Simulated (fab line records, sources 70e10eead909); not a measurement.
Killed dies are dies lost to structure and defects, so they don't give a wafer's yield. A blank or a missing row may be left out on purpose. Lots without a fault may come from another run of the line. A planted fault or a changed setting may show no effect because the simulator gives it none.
fab line records | flow nand_harc
record lots=5 wafers=15 last_day=24
route steps=1159 shown P_GATE@183
lots that met no fault: from a run of the same line without faults
start_h: hours from the record's first day to the start of the lot's first wafer shown | wait_h: hours since the lot's step before | " the same as in the row above | L1.1+2: a row that stands for several wafers | - no value, or no start given | * or withheld: withheld | < > ~ a bound
route shown NAME@n: a module of which the file shows steps, and the number in the route of the first | usual: mean/standard deviation of fault-free wafers | same: alike in all rows | chamber/n: place in a boat | sites: the reading at each site | _std_site: their standard deviation | _edge_site: outer sites' mean less inner sites' | radius_mm: how far each site lies from the wafer's centre | mask NAME#n: copy n | behind: the tool/chamber that last shaped the wafer | hold: why the lot was held/for how many hours/how that ended | device: the transistor (n, p or np) that didn't switch | end of line: the same wafers' tests at the end of the route | a step without rows: its recipe alone | killed: dies lost to structure and defects at the first sort, not the wafer's yield | map: a wafer's dies, x killed, . not, _ none there
set.NAME: the setting as run; set.NAME@STEP: as run at that earlier step | model.NAME: the simulator's own value behind a step, which no gauge read
lots at some steps of the route; a table a step, a row a wafer
services: from which hour (start_h, from the record's first day; less than 0 if before it) a tool's chamber was out of use, for how many hours, and why
## steps
# step NHARC_P_GATE_PEB_57
# recipe peb_temp_c=118 peb_time_s=85
# columns lot.wafer tool chamber start_h wait_h
L077.1+2+4 litho_track-05 0 124.59 0.1
L081.1+3+4 litho_track-03 0 147.27 0.1
L093.1+2+5 litho_track-05 0 217.21 0.1
L092.3+4+5 litho_track-05 0 218.36 0.1
L096.3+4+6 litho_track-05 0 231.74 0.1
# step NHARC_P_GATE_DEVELOP_58
# recipe time_s=70
# columns lot.wafer tool chamber start_h wait_h
L077.1+2+4 litho_track-05 0 - -
L081.1+3+4 litho_track-03 0 - -
L093.1+2+5 litho_track-05 0 - -
L092.3+4+5 litho_track-05 0 - -
L096.3+4+6 litho_track-05 0 - -
# step NHARC_P_GATE_CD_MEAS_59
# recipe target_cd_nm=720 landing_energy_ev=500
# usual cd_nm=720.0/2.2
# columns lot.wafer tool chamber start_h wait_h cd_nm
L077.1 cd_sem-02 0 124.68 - 719.8
L077.2 " 0 " " 717.4
L077.4 " 0 " " 718.5
L081.1 cd_sem-02 0 147.36 - 720.2
L081.3 " 0 " " 721.8
L081.4 " 0 " " 719.7
L093.1 cd_sem-02 0 217.31 - 715.8
L093.2 " 0 " " 717.1
L093.5 " 0 " " 718.3
L092.3 cd_sem-02 0 218.45 - 718.5
L092.4 " 0 " " 715.7
L092.5 " 0 " " 716.6
L096.3 cd_sem-02 0 231.84 - 722.9
L096.4 " 0 " " 720.6
L096.6 " 0 " " 718.0
# step NHARC_P_GATE_HARDBAKE_60
# recipe temp_c=125 time_s=80
# columns lot.wafer tool chamber start_h wait_h
L077.1+2+4 litho_track-03 0 124.76 -
L081.1+3+4 litho_track-02 0 147.44 -
L093.1+2+5 litho_track-05 0 217.39 -
L092.3+4+5 litho_track-05 0 218.53 -
L096.3+4+6 litho_track-05 0 231.92 -
# step NHARC_P_GATE_DESCUM_61
# recipe time_s=3 o2_flow_sccm=200 ar_flow_sccm=0 bias_power_w=0 chemistry=O2
# usual drypump_motor_current_A=5.9/0.5 mfc_ar_sccm=0.009/0.0095 oes_product_au=1.004/0.013 rf_vpp_V=57.6/0.89 showerhead_plenum_p_Torr=1.86/0.061 throttle_valve_pct=11.311/0.0085
# columns lot.wafer tool chamber start_h wait_h drypump_motor_current_A mfc_ar_sccm oes_product_au rf_hours_counter_h rf_vpp_V showerhead_plenum_p_Torr throttle_valve_pct
L077.1 rie_diel-05 3 124.84 - 4.8 0.006 0.993 48 57.1 1.87 11.305
L077.2 " 0 " " 5.9 0.000 0.992 48 57.3 1.81 11.323
L077.4 " 0 " " 5.9 0.000 0.999 - 57.0 1.81 11.308
L081.3 rie_diel-05 1 147.52 - 6.0 0.017 0.998 52 58.2 1.86 11.313
L081.4 " 2 " " 6.3 0 0.987 47 56.5 1.77 11.320
L081.1 " 3 " " 4.8 0.006 1.010 54 57.7 1.87 11.313
L093.1 rie_diel-12 0 217.48 - 6.6 0 0.994 1 57.4 1.90 11.302
L093.2 " 3 " " 6.3 0 1.014 1 56.3 1.79 11.314
L093.5 " 1 " " 6.0 0.011 1.023 - 58.0 1.88 11.317
L092.3 rie_diel-12 3 218.61 - 6.3 0 1.014 1 56.5 1.79 11.319
L092.4 " 0 " " 6.7 0 0.997 1 57.3 1.90 11.308
L092.5 " 3 " " 6.3 0 1.026 - 56.2 1.79 11.324
L096.4 rie_diel-12 1 231.99 - 6.0 0.011 1.010 2 56.5 1.88 11.297
L096.3 " 2 " " 5.4 0.026 0.984 3 58.4 1.93 11.322
L096.6 " 1 " " 5.9 0.011 1.011 - 58.7 1.88 11.313
# step NHARC_P_GATE_IMPLANT_62
# recipe energy_kev=20 dose_cm2=3e+15 tilt_deg=7
# usual end_station_pressure_torr=1.16e-05/1.5e-06
# columns lot.wafer tool chamber start_h wait_h end_station_pressure_torr
L077.1 implanter-02 0 125.01 0.2 1.27e-05
L077.2 " 0 " " 1.29e-05
L077.4 " 0 " " 1.16e-05
L081.1 implanter-02 0 147.68 0.1 1.29e-05
L081.3 " 0 " " 1.08e-05
L081.4 " 0 " " 1.28e-05
L093.1 implanter-02 0 217.62 0.1 1.32e-05
L093.2 " 0 " " 1.31e-05
L093.5 " 0 " " 1.35e-05
L092.3 implanter-02 0 218.81 0.2 1.28e-05
L092.4 " 0 " " 1.25e-05
L092.5 " 0 " " 1.39e-05
L096.3 implanter-01 0 232.20 0.2 9.8e-06
L096.4 " 0 " " 1.02e-05
L096.6 " 0 " " 9.8e-06
# step NHARC_P_GATE_STRIP_112
# recipe power_w=1500 temp_c=110 time_s=200 chemistry=N2/H2
# usual drypump_motor_current_A=5.66/0.27 heater_power_w=85/4.5
# columns lot.wafer tool chamber start_h wait_h drypump_motor_current_A heater_power_w rf_hours_counter_h
L077.2 plasma_asher-02 1 125.23 0.2 6.15 82 40
L077.1 " 0 " " 5.69 79 40
L077.4 " 0 " " 5.71 79 -
L081.1 plasma_asher-02 1 147.90 0.2 6.12 83 47
L081.4 " 1 " " 6.13 84 -
L081.3 " 0 " " 5.71 79 -
L093.1 plasma_asher-01 1 217.84 0.2 5.46 84 39
L093.2 " 0 " " 5.44 91 39
L093.5 " 1 " " 5.45 81 -
L092.3 plasma_asher-01 1 219.07 0.2 5.44 83 -
L092.4 " 0 " " 5.42 90 -
L092.5 " 1 " " 5.45 82 -
L096.3 plasma_asher-01 1 232.47 0.2 5.49 82 -
L096.4 " 0 " " 5.42 91 -
L096.6 " 0 " " 5.43 90 -
# step NHARC_P_GATE_STRIP_76
# recipe power_w=1500 temp_c=250 chemistry=O2
# usual drypump_motor_current_A=5.67/0.27 heater_power_w=318/17
# columns lot.wafer tool chamber start_h wait_h drypump_motor_current_A heater_power_w rf_hours_counter_h
L077.2 plasma_asher-02 1 125.49 0.2 6.11 304 40
L077.1 " 0 " " 5.70 299 40
L077.4 " 0 " " 5.70 300 -
L081.1 plasma_asher-02 1 148.16 0.2 6.13 306 47
L081.4 " 1 " " 6.12 318 -
L081.3 " 0 " " 5.71 291 -
L093.1 plasma_asher-01 1 218.10 0.2 5.49 302 39
L093.2 " 0 " " 5.41 347 39
L093.5 " 1 " " 5.48 312 -
L092.3 plasma_asher-01 1 219.26 0.2 5.50 308 -
L092.4 " 0 " " 5.42 341 -
L092.5 " 1 " " 5.48 311 -
L096.3 plasma_asher-01 1 232.67 0.2 5.51 313 -
L096.4 " 0 " " 5.41 345 -
L096.6 " 0 " " 5.42 336 -
# step NHARC_P_GATE_STRIP_63
# recipe time_s=900 temp_c=130 chemistry=SPM
# columns lot.wafer tool chamber start_h wait_h
L077.1+4+2 wet_bench-02 6,7,0 125.65 0.1
L081.4+3+1 wet_bench-04 4,5,7 148.31 0.1
L093.1+2+5 wet_bench-02 3,4,5 218.27 0.1
L092.5+4+3 wet_bench-02 6,7,0 219.40 0.1
L096.6+3+4 wet_bench-04 6,7,0 232.80 0.1
# step NHARC_P_GATE_DEHYDRATE_83
# recipe temp_c=150 time_s=120
# columns lot.wafer tool chamber start_h wait_h
L077.1+2+4 litho_track-02 0 125.99 -
L081.1+3+4 litho_track-05 0 148.66 -
L093.1+2+5 litho_track-02 0 218.60 -
L092.3+4+5 litho_track-02 0 219.73 -
L096.3+4+6 litho_track-03 0 233.15 -
# step NHARC_P_GATE_HMDS_84
# recipe time_s=30
# columns lot.wafer tool chamber start_h wait_h
L077.1+2+4 litho_track-02 0 - -
L081.1+3+4 litho_track-05 0 - -
L093.1+2+5 litho_track-02 0 - -
L092.3+4+5 litho_track-02 0 - -
L096.3+4+6 litho_track-03 0 - -
# step NHARC_P_GATE_COAT_85
# recipe spin_rpm=3000
# columns lot.wafer tool chamber start_h wait_h
L077.1+2+4 litho_track-02 0 - -
L081.1+3+4 litho_track-05 0 - -
L093.1+2+5 litho_track-02 0 - -
L092.3+4+5 litho_track-02 0 - -
L096.3+4+6 litho_track-03 0 - -
# step NHARC_P_GATE_SOFTBAKE_86
# recipe temp_c=122 time_s=95
# columns lot.wafer tool chamber start_h wait_h
L077.1+2+4 litho_track-02 0 - -
L081.1+3+4 litho_track-05 0 - -
L093.1+2+5 litho_track-02 0 - -
L092.3+4+5 litho_track-02 0 - -
L096.3+4+6 litho_track-03 0 - -
# step NHARC_P_GATE_EBR_87
# columns lot.wafer tool chamber start_h wait_h
L077.1+2+4 litho_track-02 0 - -
L081.1+3+4 litho_track-05 0 - -
L093.1+2+5 litho_track-02 0 - -
L092.3+4+5 litho_track-02 0 - -
L096.3+4+6 litho_track-03 0 - -
# step NHARC_P_GATE_EXPOSE_88
# recipe na=0.6 target_cd_nm=2000 dose_mj=11.87 mask_id=P_HVN
# same na=0.6
# columns lot.wafer tool chamber start_h wait_h mask
L077.1+2+4 krf_scanner-01 0 126.26 - P_HVN#0
L081.1+3+4 krf_scanner-01 0 148.80 - P_HVN#0
L093.1+2+5 krf_scanner-01 0 218.74 - P_HVN#0
L092.3+4+5 krf_scanner-04 0 220.01 - P_HVN#0
L096.3+4+6 krf_scanner-01 0 233.43 - P_HVN#0
# step NHARC_P_GATE_PEB_89
# recipe peb_temp_c=118 peb_time_s=85
# columns lot.wafer tool chamber start_h wait_h
L077.1+2+4 litho_track-05 0 126.32 0.1
L081.1+3+4 litho_track-03 0 148.87 0.1
L093.1+2+5 litho_track-05 0 218.81 0.1
L092.3+4+5 litho_track-05 0 220.07 0.1
L096.3+4+6 litho_track-02 0 233.48 0.1
# step NHARC_P_GATE_DEVELOP_90
# recipe time_s=70
# columns lot.wafer tool chamber start_h wait_h
L077.1+2+4 litho_track-05 0 - -
L081.1+3+4 litho_track-03 0 - -
L093.1+2+5 litho_track-05 0 - -
L092.3+4+5 litho_track-05 0 - -
L096.3+4+6 litho_track-02 0 - -
# step NHARC_P_GATE_CD_MEAS_91
# recipe target_cd_nm=2000 landing_energy_ev=500
# usual cd_nm=2000.1/2.4
# columns lot.wafer tool chamber start_h wait_h cd_nm
L077.1 cd_sem-03 0 126.41 - 1997.5
L077.2 " 0 " " 1996.6
L077.4 " 0 " " 1996.7
L081.1 cd_sem-02 0 148.96 - 2001.2
L081.3 " 0 " " 2005.3
L081.4 " 0 " " 1999.8
L093.1 cd_sem-01 0 218.90 - 1997.5
L093.2 " 0 " " 2001.1
L093.5 " 0 " " 1996.5
L092.3 cd_sem-02 0 220.16 - 1996.6
L092.4 " 0 " " 1996.8
L092.5 " 0 " " 1998.8
L096.3 cd_sem-02 0 233.58 - 2000.8
L096.4 " 0 " " 2004.6
L096.6 " 0 " " 1998.5
# step NHARC_P_GATE_HARDBAKE_92
# recipe temp_c=125 time_s=80
# columns lot.wafer tool chamber start_h wait_h
L077.1+2+4 litho_track-03 0 126.49 -
L081.1+3+4 litho_track-05 0 149.04 -
L093.1+2+5 litho_track-02 0 218.98 -
L092.3+4+5 litho_track-03 0 220.24 -
L096.3+4+6 litho_track-03 0 233.66 -
# step NHARC_P_GATE_DESCUM_93
# recipe time_s=3 o2_flow_sccm=200 ar_flow_sccm=0 bias_power_w=0 chemistry=O2
# usual drypump_motor_current_A=5.9/0.49 mfc_ar_sccm=0.009/0.0096 oes_product_au=1.004/0.011 rf_vpp_V=57.6/0.9 showerhead_plenum_p_Torr=1.86/0.066 throttle_valve_pct=11.311/0.0076
# columns lot.wafer tool chamber start_h wait_h drypump_motor_current_A mfc_ar_sccm oes_product_au rf_hours_counter_h rf_vpp_V showerhead_plenum_p_Torr throttle_valve_pct
L077.1 rie_diel-05 3 126.57 - 4.8 0.006 0.998 48 57.3 1.87 11.303
L077.2 " 1 " " 6.0 0.017 1.009 46 58.1 1.86 11.303
L077.4 " 2 " " 6.3 0 1.003 43 56.9 1.78 11.307
L081.3 rie_diel-08 1 149.12 - 6.5 0.021 0.982 1 57.4 1.81 11.328
L081.1 " 2 " " 6.0 0.016 0.995 5 56.9 1.78 11.311
L081.4 " 0 " " 5.8 0 1.003 2 57.9 1.81 11.306
L093.2 rie_diel-12 2 219.07 - 5.4 0.026 0.981 1 57.6 1.93 11.308
L093.1 " 3 " " 6.3 0 1.026 1 57.6 1.79 11.310
L093.5 " 1 " " 5.9 0.011 1.009 - 58.2 1.88 11.309
L092.4 rie_diel-08 0 220.34 - 5.8 0 1.003 31 59.2 1.80 11.310
L092.3 " 1 " " 6.5 0.021 0.987 20 57.7 1.80 11.312
L092.5 " 2 " " 6.0 0.016 1.006 - 56.2 1.78 11.303
L096.3 rie_diel-05 2 233.73 - 6.3 0 1.014 26 58.1 2.07 11.309
L096.4 " 0 " " 5.9 0.000 0.993 26 56.7 1.80 11.334
L096.6 " 2 " " 6.3 0 1.007 - 59.3 2.07 11.312
# step NHARC_P_GATE_IMPLANT_94
# recipe energy_kev=60 dose_cm2=2e+15 tilt_deg=7
# usual end_station_pressure_torr=1.24e-05/1.5e-06
# columns lot.wafer tool chamber start_h wait_h end_station_pressure_torr
L077.1 implanter-01 0 126.72 0.1 1.12e-05
L077.2 " 0 " " 1.12e-05
L077.4 " 0 " " 1.1e-05
L081.1 implanter-01 0 149.27 0.1 1.09e-05
L081.3 " 0 " " 1.22e-05
L081.4 " 0 " " 1.08e-05
L093.1 implanter-01 0 219.20 0.1 1.16e-05
L093.2 " 0 " " 1.19e-05
L093.5 " 0 " " 1.1e-05
L092.3 implanter-01 0 220.53 0.2 1.13e-05
L092.4 " 0 " " 1.22e-05
L092.5 " 0 " " 1.18e-05
L096.3 implanter-01 0 233.94 0.2 1.14e-05
L096.4 " 0 " " 1.19e-05
L096.6 " 0 " " 1.12e-05
# step NHARC_P_GATE_STRIP_113
# recipe power_w=1500 temp_c=110 time_s=740 chemistry=N2/H2
# usual drypump_motor_current_A=5.64/0.27 heater_power_w=85/4.7
# columns lot.wafer tool chamber start_h wait_h drypump_motor_current_A heater_power_w rf_hours_counter_h
L077.2 plasma_asher-02 1 126.94 0.2 6.12 84 40
L077.1 " 0 " " 5.71 80 40
L077.4 " 1 " " 6.14 83 -
L081.1 plasma_asher-02 0 149.64 0.3 5.69 80 47
L081.3 " 1 " " 6.13 82 -
L081.4 " 0 " " 5.70 79 -
L093.2 plasma_asher-01 1 219.60 0.3 5.47 81 40
L093.1 " 0 " " 5.40 90 40
L093.5 " 1 " " 5.49 84 -
L092.3 plasma_asher-02 0 220.93 0.4 5.72 82 -
L092.4 " 1 " " 6.12 90 -
L092.5 " 0 " " 5.70 84 -
L096.4 plasma_asher-01 1 234.34 0.3 5.45 83 -
L096.3 " 0 " " 5.41 89 -
L096.6 " 1 " " 5.48 82 -
# step NHARC_P_GATE_STRIP_95
# recipe power_w=1500 temp_c=250 chemistry=O2
# usual drypump_motor_current_A=5.64/0.26 heater_power_w=319/17
# columns lot.wafer tool chamber start_h wait_h drypump_motor_current_A heater_power_w rf_hours_counter_h
L077.2 plasma_asher-02 1 127.65 0.6 6.12 315 41
L077.1 " 0 " " 5.68 298 41
L077.4 " 1 " " 6.13 306 -
L081.1 plasma_asher-02 0 150.24 0.5 5.70 301 48
L081.3 " 1 " " 6.11 308 -
L081.4 " 0 " " 5.70 298 -
L093.2 plasma_asher-01 1 220.33 0.6 5.47 312 40
L093.1 " 0 " " 5.43 352 40
L093.5 " 1 " " 5.48 310 -
L092.3 plasma_asher-02 0 221.43 0.4 5.70 314 -
L092.4 " 1 " " 6.14 340 -
L092.5 " 0 " " 5.69 311 -
L096.4 plasma_asher-01 1 234.84 0.4 5.48 312 -
L096.3 " 0 " " 5.43 340 -
L096.6 " 1 " " 5.45 313 -
# step NHARC_P_GATE_STRIP_96
# recipe time_s=900 temp_c=130 chemistry=SPM
# columns lot.wafer tool chamber start_h wait_h
L077.1+2+4 wet_bench-02 6,2,3 127.86 0.2
L081.4+3+1 wet_bench-04 3,5,7 150.45 0.2
L093.2+1+5 wet_bench-02 6,7,0 220.57 0.2
L092.4+5+3 wet_bench-02 6,7,3 221.63 0.2
L096.3+4+6 wet_bench-02 6,1,3 235.03 0.2
# step NHARC_P_GATE_RTA_64
# recipe temp_c=1050 time_s=1
# usual lamp_power_pct=32.9/2.8 lamp_zone_3_pct=32.9/2.8 lamp_zone_7_pct=33.4/2.9 wafer_temp_C_max=1054.9/1.2
# columns lot.wafer tool chamber start_h wait_h lamp_power_pct lamp_zone_3_pct lamp_zone_7_pct wafer_temp_C_max
L077.1 rtp_anneal-01 0 128.21 - 35.8 35.8 36.2 1053.8
L077.2 " 0 " " 35.8 35.8 36.2 1056.1
L077.4 " 0 " " 35.8 35.8 36.2 1053.8
L081.1 rtp_anneal-02 0 150.81 - 30.1 30.1 30.5 1055.6
L081.3 " 0 " " 30.1 30.1 30.5 1054.6
L081.4 " 0 " " 30.1 30.1 30.5 1055.7
L093.1 rtp_anneal-01 0 220.89 - 35.9 35.8 36.3 1053.7
L093.2 " 0 " " 35.8 35.8 36.2 1054.4
L093.5 " 0 " " 35.8 35.8 36.2 1054.4
L092.3 rtp_anneal-01 0 222.19 - 35.8 35.8 36.3 1053.5
L092.4 " 0 " " 35.8 35.8 36.2 1053.5
L092.5 " 0 " " 35.8 35.8 36.3 1054.4
L096.3 rtp_anneal-01 0 235.44 - 35.8 35.8 36.3 1054.4
L096.4 " 0 " " 35.8 35.8 36.2 1053.4
L096.6 " 0 " " 35.8 35.9 36.2 1054.6
# step NHARC_P_GATE_ETCH_77
# recipe target_depth_a=60 chemistry=dHF material=SiO2
# columns lot.wafer tool chamber start_h wait_h
L077.1+4+2 wet_bench-04 1,3,5 128.41 0.2
L081.1+3+4 wet_bench-02 0,1,3 151.01 0.2
L093.1+2+5 wet_bench-04 2,4,5 221.10 0.2
L092.4+3+5 wet_bench-02 4,6,0 222.34 0.1
L096.6+3+4 wet_bench-05 3,6,7 235.58 0.0
# step NHARC_P_GATE_DEGAS_109
# recipe temp_c=300 time_s=60
# usual heater_power_w=434/52 susceptor_temp_C=300.01/0.17
# columns lot.wafer tool chamber start_h wait_h heater_power_w susceptor_temp_C
L077.4 pvd_sputter-03 - 128.52 0.1 461 300.18
L077.1 " - " " 441 299.88
L077.2 " - " " 450 300.32
L081.3 pvd_sputter-01 - 151.11 0.1 539 300.18
L081.4 " - " " 386 299.84
L081.1 " - " " 400 299.87
L093.2 pvd_sputter-03 - 221.20 0.1 437 300.14
L093.1 " - " " 473 300.03
L093.5 " - " " 451 300.13
L092.4 pvd_sputter-03 - 222.44 0.1 472 300.39
L092.3 " - " " 438 299.90
L092.5 " - " " 461 300.37
L096.4 pvd_sputter-01 - 235.69 0.1 411 300.22
L096.3 " - " " 598 299.90
L096.6 " - " " 400 299.91
# step NHARC_P_GATE_PRE_CLEAN_110
# recipe time_s=30 bias_v=200 gas=Ar
# columns lot.wafer tool chamber start_h wait_h
L077.1+4+2 pvd_sputter-03 - - -
L081.4+1+3 pvd_sputter-01 - - -
L093.1+2+5 pvd_sputter-03 - - -
L092.4+3+5 pvd_sputter-03 - - -
L096.3+4+6 pvd_sputter-01 - - -
# step NHARC_P_GATE_SPUTTER_78
# recipe target_thk_a=100 material=Ni
# columns lot.wafer tool chamber start_h wait_h
L077.4+1+2 pvd_sputter-03 - - -
L081.1+4+3 pvd_sputter-01 - - -
L093.1+2+5 pvd_sputter-03 - - -
L092.4+3+5 pvd_sputter-03 - - -
L096.3+4+6 pvd_sputter-01 - - -
# step NHARC_P_GATE_SPUTTER_79
# recipe target_thk_a=100 material=TiN
# columns lot.wafer tool chamber start_h wait_h
L077.4+2+1 pvd_sputter-03 - - -
L081.3+4+1 pvd_sputter-01 - - -
L093.1+2+5 pvd_sputter-03 - - -
L092.3+4+5 pvd_sputter-03 - - -
L096.3+4+6 pvd_sputter-01 - - -
# step NHARC_P_GATE_RTA_80
# recipe temp_c=300 time_s=30
# usual wafer_temp_C_max=301.4/0.32
# columns lot.wafer tool chamber start_h wait_h wafer_temp_C_max
L077.1 rtp_anneal-02 0 128.82 - 302.3
L077.2 " 0 " " 301.8
L077.4 " 0 " " 301.6
L081.1 rtp_anneal-02 0 151.66 - 301.3
L081.3 " 0 " " 301.8
L081.4 " 0 " " 301.6
L093.1 rtp_anneal-02 0 221.49 - 301.0
L093.2 " 0 " " 301.7
L093.5 " 0 " " 301.0
L092.3 rtp_anneal-02 0 222.82 - 301.9
L092.4 " 0 " " 301.9
L092.5 " 0 " " 301.3
L096.3 rtp_anneal-01 0 236.08 - 301.4
L096.4 " 0 " " 301.7
L096.6 " 0 " " 301.9
# step NHARC_P_GATE_STRIP_67
# recipe time_s=600 temp_c=130 chemistry=SPM
# columns lot.wafer tool chamber start_h wait_h
L077.1+2+4 wet_bench-04 1,5,6 129.02 0.2
L081.3+4+1 wet_bench-02 2,5,7 151.86 0.1
L093.5+1+2 wet_bench-04 2,4,5 221.70 0.1
L092.5+3+4 wet_bench-02 4,7,0 222.97 0.1
L096.4+3+6 wet_bench-05 5,6,0 236.23 0.1
## services
# columns tool chamber start_h hours kind
pvd_sputter-03 - 102.00 10.0 pm
plasma_asher-01 - 104.09 3.9 repair
rie_diel-05 1 111.20 11.6 repair
rie_diel-05 2 120.03 6.4 repair
rie_diel-08 0 124.58 10.8 repair
rie_diel-08 - 125.57 9.0 pm
rie_diel-05 2 139.06 1.9 repair
rie_diel-08 1 154.25 10.5 repair
pvd_sputter-01 - 158.00 10.0 pm
rie_diel-12 1 161.78 6.8 repair
rie_diel-05 3 162.13 6.2 repair
wet_bench-04 - 163.20 8.0 pm
rie_diel-05 - 163.75 9.0 pm
litho_track-02 - 165.00 7.0 pm
pvd_sputter-03 - 176.10 4.3 repair
wet_bench-02 - 180.00 8.0 pm
rie_diel-12 0 180.73 6.9 repair
plasma_asher-02 - 183.00 9.0 pm
pvd_sputter-03 - 184.20 6.2 repair
rie_diel-08 1 192.39 5.7 repair
wet_bench-05 - 196.80 8.0 pm
rie_diel-12 - 202.54 9.0 pm
litho_track-03 - 213.00 7.0 pm
rie_diel-12 1 232.61 3.2 repair
## key
fault none
